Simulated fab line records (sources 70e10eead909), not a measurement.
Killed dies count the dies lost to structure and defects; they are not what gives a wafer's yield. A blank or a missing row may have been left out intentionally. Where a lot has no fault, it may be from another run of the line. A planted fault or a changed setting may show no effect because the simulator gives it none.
The tool behind it: which one? + flow nand-harc + 38 wafers from 13 lots sampled at 5 of the route's 1159 steps

== WHAT THE GAUGES SHOWED, per wafer ==
NHARC_A_M1_CD_MEAS_09: the cd target is 120 nm. Usual: cd-nm reads 120.6 nm (standard deviation 0.81).
| lot  | measured     | on        | cd-nm (nm)        | flag |
|------|--------------|-----------|-------------------|------|
| L202 | day 18 07:01 | cd-sem-03 | 119.6 121.8 121.0 |      |
| L204 | day 18 11:29 | cd-sem-03 | 120.0 121.9 120.9 |      |
| L205 | day 18 14:57 | cd-sem-03 | 120.1 119.3 121.7 |      |
| L206 | day 19 02:50 | cd-sem-01 | 120.8 120.1 120.5 |      |
| L207 | day 19 03:39 | cd-sem-03 | 120.9 121.0 121.0 |      |
| L212 | day 20 05:17 | cd-sem-02 | 121.1 121.3 120.4 |      |
| L208 | day 20 09:37 | cd-sem-02 | 121.0 121.2 120.3 |      |
| L213 | day 21 10:30 | cd-sem-02 | 120.9 120.2 120.4 |      |
| L215 | day 22 04:26 | cd-sem-01 | 121.4 119.8 120.2 |      |
| L214 | day 22 06:09 | cd-sem-02 | 116.5 121.2 116.0 | OFF  |
| L216 | day 22 06:52 | cd-sem-03 | 116.4 116.8       | OFF  |
| L222 | day 23 03:05 | cd-sem-01 | 120.6 119.9 119.2 |      |
| L223 | day 23 18:50 | cd-sem-03 | 122.2 119.9 121.2 |      |

NHARC_A_M1_INSPECT_11. Usual: raw-defect-count reads 28 (standard deviation 12).
| lot  | measured     | on                | raw-defect-count | flag |
|------|--------------|-------------------|------------------|------|
| L202 | day 18 07:09 | defect-inspect-01 | 24 20 22         |      |
| L204 | day 18 11:37 | defect-inspect-02 | 25 17 26         |      |
| L205 | day 18 15:04 | defect-inspect-01 | 27 36 26         |      |
| L206 | day 19 02:59 | defect-inspect-01 | 7 14 10          |      |
| L207 | day 19 03:46 | defect-inspect-01 | 42 34 28         |      |
| L212 | day 20 05:25 | defect-inspect-02 | 34 38 55         |      |
| L208 | day 20 09:44 | defect-inspect-01 | 21 30 33         |      |
| L213 | day 21 10:38 | defect-inspect-02 | 24 24 21         |      |
| L215 | day 22 04:33 | defect-inspect-02 | 13 16 10         |      |
| L214 | day 22 06:17 | defect-inspect-02 | 30 25 35         |      |
| L216 | day 22 06:59 | defect-inspect-02 | 43 52            |      |
| L222 | day 23 03:13 | defect-inspect-02 | 41 42 41         |      |
| L223 | day 23 18:58 | defect-inspect-01 | 25 16 15         |      |

== TOOL THAT RAN EACH LOT (tool first, then ch and the chambers of the sampled wafers, then the start) ==
| lot  | NHARC_A_M0_PVD_21                       | NHARC_A_M0_ANNEAL_30             | NHARC_A_M1_PEB_07                 |
|------|-----------------------------------------|----------------------------------|-----------------------------------|
| L202 | pvd-sputter-03, day 18 04:48 or earlier | rtp-anneal-02 ch 0, day 18 04:48 | litho-track-04 ch 0, day 18 06:56 |
| L204 | pvd-sputter-01, day 18 09:07 or earlier | rtp-anneal-01 ch 0, day 18 09:07 | litho-track-04 ch 0, day 18 11:25 |
| L205 | pvd-sputter-03, day 18 12:16 or earlier | rtp-anneal-01 ch 0, day 18 12:16 | litho-track-04 ch 0, day 18 14:52 |
| L206 | pvd-sputter-03, day 19 00:45 or earlier | rtp-anneal-02 ch 0, day 19 00:45 | litho-track-06 ch 0, day 19 02:46 |
| L207 | pvd-sputter-01, day 19 01:33 or earlier | rtp-anneal-01 ch 0, day 19 01:33 | litho-track-01 ch 0, day 19 03:34 |
| L212 | pvd-sputter-01, day 20 02:40 or earlier | rtp-anneal-02 ch 0, day 20 02:40 | litho-track-06 ch 0, day 20 05:12 |
| L208 | pvd-sputter-02, day 20 07:32 or earlier | rtp-anneal-02 ch 0, day 20 07:32 | litho-track-01 ch 0, day 20 09:32 |
| L213 | pvd-sputter-01, day 21 08:18 or earlier | rtp-anneal-01 ch 0, day 21 08:18 | litho-track-01 ch 0, day 21 10:25 |
| L215 | pvd-sputter-02, day 22 01:59 or earlier | rtp-anneal-02 ch 0, day 22 01:59 | litho-track-06 ch 0, day 22 04:21 |
| L214 | pvd-sputter-02, day 22 03:55 or earlier | rtp-anneal-01 ch 0, day 22 03:55 | litho-track-01 ch 0, day 22 06:04 |
| L216 | pvd-sputter-02, day 22 04:35 or earlier | rtp-anneal-01 ch 0, day 22 04:35 | litho-track-01 ch 0, day 22 06:47 |
| L222 | pvd-sputter-02, day 23 00:49 or earlier | rtp-anneal-01 ch 0, day 23 00:49 | litho-track-04 ch 0, day 23 03:01 |
| L223 | pvd-sputter-02, day 23 16:45 or earlier | rtp-anneal-01 ch 0, day 23 16:45 | litho-track-04 ch 0, day 23 18:45 |
- NHARC_A_M0_PVD_21: deposits Cu, target thk 30 nm, time 20.49 s.
- NHARC_A_M0_ANNEAL_30: time 90 s.
- NHARC_A_M1_PEB_07: peb time 65 s.

== AS READ BY THE TOOLS THEMSELVES (means over the sampled wafers that have a number; for cases with no such wafer, the mark the record gives instead) ==
NHARC_A_M0_PVD_21. Usual: throttle-valve-pct reads 30.1 % (standard deviation 0.82).
| lot  | tool           | throttle-valve-pct (%) | flag |
|------|----------------|------------------------|------|
| L202 | pvd-sputter-03 | 30.8                   |      |
| L204 | pvd-sputter-01 | 30.2                   |      |
| L205 | pvd-sputter-03 | 30.0                   |      |
| L206 | pvd-sputter-03 | 30.3                   |      |
| L207 | pvd-sputter-01 | 29.7                   |      |
| L212 | pvd-sputter-01 | 30.0                   |      |
| L208 | pvd-sputter-02 | 30.7                   |      |
| L213 | pvd-sputter-01 | 30.2                   |      |
| L215 | pvd-sputter-02 | 30.7                   |      |
| L214 | pvd-sputter-02 | 30.2                   |      |
| L216 | pvd-sputter-02 | 30.5                   |      |
| L222 | pvd-sputter-02 | 30.9                   |      |
| L223 | pvd-sputter-02 | 30.5                   |      |

NHARC_A_M0_ANNEAL_30. Usual: wafer_temp_C_max reads 225.77 (standard deviation 0.3).
| lot  | tool          | wafer_temp_C_max | flag |
|------|---------------|------------------|------|
| L202 | rtp-anneal-02 | 225.30           |      |
| L204 | rtp-anneal-01 | 225.99           |      |
| L205 | rtp-anneal-01 | 225.72           |      |
| L206 | rtp-anneal-02 | 225.63           |      |
| L207 | rtp-anneal-01 | 225.94           |      |
| L212 | rtp-anneal-02 | 225.46           |      |
| L208 | rtp-anneal-02 | 225.74           |      |
| L213 | rtp-anneal-01 | 226.06           |      |
| L215 | rtp-anneal-02 | 225.51           |      |
| L214 | rtp-anneal-01 | 226.20           |      |
| L216 | rtp-anneal-01 | 226.08           |      |
| L222 | rtp-anneal-01 | 226.05           |      |
| L223 | rtp-anneal-01 | 226.16           |      |

NHARC_A_M1_PEB_07. Usual: chill-plate-temp-C 22.97 C, standard deviation 0.098; exhaust-pa 45.0 Pa, standard deviation 0.92; heater-power-total-W 156.6 W, standard deviation 0.42.
| lot  | tool           | chill-plate-temp-C (C) | exhaust-pa (Pa) | heater-power-total-W (W) | flag |
|------|----------------|------------------------|-----------------|--------------------------|------|
| L202 | litho-track-04 | 22.88                  | 45.1            | 156.8                    |      |
| L204 | litho-track-04 | 23.01                  | 45.8            | 156.5                    |      |
| L205 | litho-track-04 | 22.95                  | 45.1            | 156.3                    |      |
| L206 | litho-track-06 | 23.04                  | 45.1            | 156.6                    |      |
| L207 | litho-track-01 | 22.91                  | 45.1            | 156.7                    |      |
| L212 | litho-track-06 | 23.12                  | 44.2            | 156.5                    |      |
| L208 | litho-track-01 | 23.00                  | 46.5            | 156.7                    |      |
| L213 | litho-track-01 | 22.95                  | 45.7            | 156.7                    |      |
| L215 | litho-track-06 | 23.02                  | 45.0            | 156.5                    |      |
| L214 | litho-track-01 | 23.02                  | 44.9            | 164.3                    | OFF  |
| L216 | litho-track-01 | 23.01                  | 44.8            | 168.3                    | OFF  |
| L222 | litho-track-04 | 23.02                  | 43.8            | 156.5                    |      |
| L223 | litho-track-04 | 22.90                  | 44.5            | 156.5                    |      |

== THE ANSWER, worked out from the rows above alone ==
Rule: lot off if the mean of its wafers having a number is beyond 3 standard deviations from the usual mean. Also off: a lot with no number at a reading for which 4 or more lots have one. Where the step has rows for the other lots, those lots are counted as sound. Order of review: gauges by route order, followed by the tools' own readings, for which a lot's mean as printed above is used. The first step at which some lot is off is used, and at that step the reading that is off furthest; a lot without a number counts as furthest.
Off: L214, L216, at NHARC_A_M1_CD_MEAS_09 (cd-nm).
A tool fits if, at a process step before that reading, it ran every lot that is off, and no sound lot after the first of them. Not tried: the gauges at NHARC_A_M1_CD_MEAS_09; whatever is off there is also off at NHARC_A_M1_PEB_07, on other tools, and gauge error can't account for it. With no start given for some of its lots, NHARC_A_M0_PVD_21 uses the hours and lot order of NHARC_A_M0_ANNEAL_30. One fits: litho-track-01 at NHARC_A_M1_PEB_07. Its last sound lot is L213 (day 21 10:25), its first lot that is off L214 (day 22 06:04): a fault that began between those two fits.
The tool's own readings at NHARC_A_M1_PEB_07 bear it out: on the lots that are off they differ by more than 5 times the standard deviation of the sound lots' means. heater-power-total-W reads 166.3 W there against 156.6 W on the sound lots.

== WHAT WAS PUT IN BY THE SIMULATOR ==
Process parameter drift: litho-track-01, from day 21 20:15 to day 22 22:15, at NHARC_A_M1_PEB_07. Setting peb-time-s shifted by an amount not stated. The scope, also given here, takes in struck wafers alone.
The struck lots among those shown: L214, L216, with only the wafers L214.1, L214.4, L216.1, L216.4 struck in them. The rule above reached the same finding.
